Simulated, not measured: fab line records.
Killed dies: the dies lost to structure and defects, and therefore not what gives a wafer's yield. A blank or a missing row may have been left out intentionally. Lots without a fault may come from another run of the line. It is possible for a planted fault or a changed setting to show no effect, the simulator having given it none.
Code-filled problem report in 8D (eight disciplines) form ; flow n5 finfet ; the parts of the form that need people (team, actions taken, sign-off) are left out

== 1. THE PROBLEM ==
Mean of spin speed rpm at N5_BEOL_M2_COAT_76: 1464.8 rpm across 6 wafers in 2 lots; on wafers with no fault it is 1500.1 rpm (standard deviation 1). That is -35 standard deviations from the usual mean.
The step: time 60 s, resist thk 5 nm.
First seen on wafer L150.1, day 7 23:33, on litho track-02. Wafers with a number at this step in the record: 12, from 4 lots. Rule for "out", or "out of limits": more than 4 standard deviations from the usual mean. Any other wafer with a number is counted as sound.

== 2. WHAT IT IS; WHAT IT IS NOT ==
question;is;is not
which readings at this step;spin speed rpm;-
which lots;L150, L152;L147, L168
which wafers of those lots;all that have a number;-
read on which tools;litho track-02;litho track-03
when;from day 7 23:33;"up to then (3 sound wafers); but 3 sound wafers of L168 came after"

== 3. SUSPECTS, AND WHAT RULES EACH OUT ==
Counting: any tool at a process step up to the reading is kept as a suspect provided that every lot that is out went through it and no sound lot did after the first of them.
- litho track-02 at N5_BEOL_M2_COAT_76 (time 60 s, resist thk 5 nm): kept. It ran every lot that is out, first L150 (day 7 23:33), and no sound lot after that; its last sound lot up to then is L147 (day 7 06:44). On those wafers its own readings are out: spin speed rpm.
Left after counting: litho track-02 at N5_BEOL_M2_COAT_76.

== 4. THE CAUSE (what the simulator had put in) ==
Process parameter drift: litho track-02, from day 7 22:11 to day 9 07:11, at N5_BEOL_M2_COAT_76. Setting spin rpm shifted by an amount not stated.
The count eliminated every tool but this one.

== 5. SEQUENCE OF EFFECTS, ordered by route ==
Each row: a reading where the mean over the struck wafers with a number is more than 3 standard deviations away from the usual. Only readings whose record carries a usual standard deviation are examined. hours: median over the lots of the time between each lot's start at the first step of this table that gives one and its start at this step. sigmas: the change, counted in usual standard deviations.
hours;step;reading;usual;on struck wafers;change;sigmas
0;N5_BEOL_M2_COAT_76;spin speed rpm;1500.1 rpm;1464.8;-35.3;-35
Its process steps:
- N5_BEOL_M2_COAT_76: time 60 s, resist thk 5 nm.
Later measuring or inspecting steps at which every struck wafer that the step has a row for has a number for every such reading, and none has moved that far: N5_BEOL_M4_RC_MEAS_101.

== 6. WHAT WOULD HAVE CAUGHT IT SOONER ==
In this record the first reading out of limits was taken at day 7 23:33, 1 hour after the fault began at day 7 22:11.
